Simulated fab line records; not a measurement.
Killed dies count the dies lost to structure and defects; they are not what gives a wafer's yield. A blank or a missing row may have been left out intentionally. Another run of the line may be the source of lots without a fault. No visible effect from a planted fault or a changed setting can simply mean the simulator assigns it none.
Chamber matching | flow n5-finfet | N5_BEOL_M3_ETCHBACK_99 on rie-diel-03: 4 sister chambers
The step etches SiO2 in CHF3, target depth 5 nm, time 10.4 s. 14 wafers are shown with their chamber, then 7 later ones without.

WAFERS WITH THEIR CHAMBER
wafer  | chamber | showerhead-plenum-p-Torr (Torr) | drypump-motor-current-A (A) | rf-vpp-V (V)
L077.1 | 3       | 2.20                            | 5.2                         | 247
L077.5 | 2       | 2.20                            | 5.7                         | 244
L077.6 | 0       | 2.21                            | 5.1                         | 246
L078.1 | 0       | 2.21                            | 5.1                         | 246
L078.4 | 3       | 2.20                            | 5.2                         | 248
L078.5 | 2       | 2.20                            | 5.6                         | 243
L080.1 | 3       | 2.20                            | 5.1                         | 248
L080.2 | 2       | 2.19                            | 5.7                         | 244
L080.4 | 0       | 2.21                            | 5.1                         | 248
L081.2 | 3       | 2.20                            | 5.2                         | 246
L081.3 | 0       | 2.21                            | 5.1                         | 248
L081.4 | 1       | 2.12                            | 6.4                         | 241
L088.1 | 1       | 2.11                            | 6.3                         | 240
L088.3 | 2       | 2.19                            | 5.6                         | 244

SIGNATURES (means of the wafers above)
reading                  | chamber 0 | chamber 1 | chamber 2 | chamber 3 | scatter within a chamber
showerhead-plenum-p-Torr | 2.2100    | 2.1150    | 2.1950    | 2.2000    | 0.00387
drypump-motor-current-A  | 5.100     | 6.350     | 5.650     | 5.175     | 0.0474
rf-vpp-V                 | 247.00    | 240.50    | 243.75    | 247.25    | 0.894
Rule: for a wafer and a chamber, the distance is found by dividing, reading by reading, the gap between the wafer's reading and the chamber's mean by the reading's scatter, squaring, summing and taking the root. The wafer belongs to the nearest chamber; if the next one is less than 2 further off, it can't be placed. The scatter: the root of (the sum of the squares of (reading less its chamber's mean) over the shown wafers, divided by (wafers less chambers)).

WAFERS WITH NO CHAMBER GIVEN
wafer  | showerhead-plenum-p-Torr (Torr) | drypump-motor-current-A (A) | rf-vpp-V (V)
L088.6 | 2.20                            | 5.1                         | 249
L092.3 | 2.20                            | 5.1                         | 246
L092.4 | 2.19                            | 5.7                         | 247
L092.5 | 2.11                            | 6.4                         | 239
L093.1 | 2.19                            | 5.6                         | 245
L093.2 | 2.20                            | 5.1                         | 247
L093.6 | 2.19                            | 5.6                         | 245

EACH ONE'S CHAMBER
wafer  | from the rows above     | in truth
L088.6 | can't be placed: 3 or 0 | 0
L092.3 | can't be placed: 3 or 0 | 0
L092.4 | 2                       | 2
L092.5 | 1                       | 1
L093.1 | 2                       | 2
L093.2 | can't be placed: 3 or 0 | 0
L093.6 | 2                       | 2
Placed correctly: 4 of 7. From these rows, 3 cannot be placed; in 3 the true chamber is one of the candidates. Wrongly placed: 0.
